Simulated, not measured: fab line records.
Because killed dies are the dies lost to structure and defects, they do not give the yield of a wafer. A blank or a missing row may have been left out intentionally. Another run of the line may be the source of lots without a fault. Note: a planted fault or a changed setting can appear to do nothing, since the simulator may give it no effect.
The same fault as seen by 2 desks + flow nand harc + every desk sees just its own numbers, and what lay behind them comes last

== TOOL OWNER'S DESK, ald hk-03 ==
The tool's own readings at NHARC_A_CHANNEL_FILL_D1_ALD_16 (deposits SiO2, target thk 1.5 nm, pulse time 10 s, ald cycles 15): means of the sampled wafers that have a number, for each lot that ran on this tool. A lot is out of limits, marked OUT, if its mean lies more than 4 standard deviations from the usual mean; the brackets give that distance.
Columns: A = heater power w at NHARC_A_CHANNEL_FILL_D1_ALD_16, usual 480 W; B = precursor pulse height rel at NHARC_A_CHANNEL_FILL_D1_ALD_16, usual 1.000
| lot  | first seen here | A   | B     |
|------|-----------------|-----|-------|
| L207 | day 10 19:38    | 454 | 1.009 |
| L210 | day 11 08:01    | 449 | 1.015 |
| L213 | day 12 11:34    | 472 | 0.995 |
| L216 | day 12 17:40    | 448 | 0.998 |
| L219 | day 13 13:11    | 482 | 0.998 |
Result from this desk: across the 5 lots, nothing is out of limits.

== THE METROLOGY DESK ==
Lot by lot, what the gauges showed, no matter which tool ran the lot: averages of those sampled wafers that carry a number. A lot is out of limits, marked OUT, if its mean lies more than 4 standard deviations from the usual mean; the brackets give that distance.
Columns: A = cd nm at NHARC_A_CHANNEL_HOLE_D1_CD_MEAS_18, usual 99.3 nm; B = cd nm at NHARC_A_CHANNEL_HOLE_D1_CD_MEAS_30, usual 90.0 nm
| lot  | first seen here | A     | B    |
|------|-----------------|-------|------|
| L202 | day 8 06:32     | 99.6  | 89.3 |
| L201 | day 8 11:22     | 98.3  | 89.8 |
| L204 | day 8 20:38     | 97.7  | 90.0 |
| L203 | day 8 20:58     | 99.7  | 89.6 |
| L205 | day 9 02:43     | 98.9  | 90.4 |
| L206 | day 9 04:39     | 98.0  | 89.4 |
| L207 | day 10 02:05    | 99.3  | 90.0 |
| L209 | day 10 05:09    | 98.4  | 89.8 |
| L210 | day 10 13:28    | 98.9  | 89.5 |
| L213 | day 11 15:23    | 98.7  | 90.4 |
| L216 | day 11 21:54    | 100.1 | 90.0 |
| L219 | day 12 18:59    | 98.6  | 89.4 |
| L222 | day 13 12:03    | 99.3  | 90.7 |
Result from this desk: across the 13 lots, nothing is out of limits.

== PUT TOGETHER ==
Nothing out of limits was seen by the tool owner's desk.
At the metrology desk, nothing out of limits was observed.

== WHAT THE SIMULATOR PUT IN ==
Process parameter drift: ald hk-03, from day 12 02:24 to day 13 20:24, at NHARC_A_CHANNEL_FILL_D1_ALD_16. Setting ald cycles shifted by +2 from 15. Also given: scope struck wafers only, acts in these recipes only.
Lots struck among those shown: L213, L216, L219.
